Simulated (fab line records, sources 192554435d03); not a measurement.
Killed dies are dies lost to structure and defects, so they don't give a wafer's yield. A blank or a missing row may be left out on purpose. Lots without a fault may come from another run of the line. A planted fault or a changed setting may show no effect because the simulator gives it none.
Which tool did it? | flow n5_finfet | 9 lots, 25 wafers sampled, at 3 steps of a route of 1938

WHAT THE GAUGES READ, wafer by wafer
N5_BEOL_M13_THK_MEAS_01.
lot  | measured     | on            | M13_ILD_THK (nm)
L849 | day 12 00:12 | film_metro-02 | 824 830 845
L855 | day 13 15:29 | film_metro-01 | 875 894
L856 | day 13 19:01 | film_metro-01 | 890 843 899
L857 | day 14 07:34 | film_metro-02 | 833 842 832
L860 | day 15 02:13 | film_metro-01 | 822 828 834
L867 | day 16 17:11 | film_metro-02 | 833 841 840
L865 | day 17 06:15 | film_metro-02 | 829 831 845
L866 | day 17 06:45 | film_metro-01 | 827 841
L868 | day 17 18:58 | film_metro-02 | 825 844 839

WHICH TOOL RAN EACH LOT (tool, then ch and the chambers of the sampled wafers, then the start)
lot  | N5_BEOL_M12_STRIP_37                 | N5_BEOL_M13_ILD_DEP_00
L849 | plasma_asher-01 ch 0,1, day 11 20:34 | pecvd-03 ch 0,1, day 12 00:03
L855 | plasma_asher-01 ch 0, day 13 13:05   | pecvd-03 ch 2, day 13 15:20
L856 | plasma_asher-01 ch 0,1, day 13 16:57 | pecvd-03 ch 1,2, day 13 18:52
L857 | plasma_asher-01 ch 0,1, day 14 02:38 | pecvd-01 ch 0,2, day 14 07:25
L860 | plasma_asher-01 ch 0,1, day 14 22:32 | pecvd-01 ch 0,1, day 15 02:04
L867 | plasma_asher-02 ch 0,1, day 16 15:17 | pecvd-01 ch 0,1,2, day 16 17:02
L865 | plasma_asher-02 ch 0,1, day 17 00:49 | pecvd-03 ch 0,2, day 17 06:06
L866 | plasma_asher-02 ch 0,1, day 17 01:28 | pecvd-01 ch 0, day 17 06:32
L868 | plasma_asher-01 ch 0,1, day 17 15:44 | pecvd-03 ch 0,1, day 17 18:49
- N5_BEOL_M12_STRIP_37: strips in N2/H2.
- N5_BEOL_M13_ILD_DEP_00: deposits SiOC from DEMS/O2, target thk 837.92 nm, time 166.4 s.

THE ANSWER, worked out from the rows above alone
Rule: what is usual is taken from the lots themselves. Put in order of their means at a reading, lots are off if they are a third of the lots or fewer, leave a main group of 4 or more, and stand apart from it by a gap of 3 or more times the standard deviation of the main group's means; of several such gaps the widest counts. A main group whose means are all the same, to the digits that the tables above print for the reading, isn't used. A lot without any number at a reading at which 4 lots or more have one is off too. The other lots that the step has rows for count as sound.
Off: L855, L856, at N5_BEOL_M13_THK_MEAS_01 (M13_ILD_THK). The main group: mean 834 nm, standard deviation 2.9.
A tool fits if, at a process step before that reading, it ran every lot that is off, and no sound lot after the first of them. The gauges at N5_BEOL_M13_THK_MEAS_01 are tried like those tools. None of those tried fits.

WHAT THE SIMULATOR HAD PUT IN
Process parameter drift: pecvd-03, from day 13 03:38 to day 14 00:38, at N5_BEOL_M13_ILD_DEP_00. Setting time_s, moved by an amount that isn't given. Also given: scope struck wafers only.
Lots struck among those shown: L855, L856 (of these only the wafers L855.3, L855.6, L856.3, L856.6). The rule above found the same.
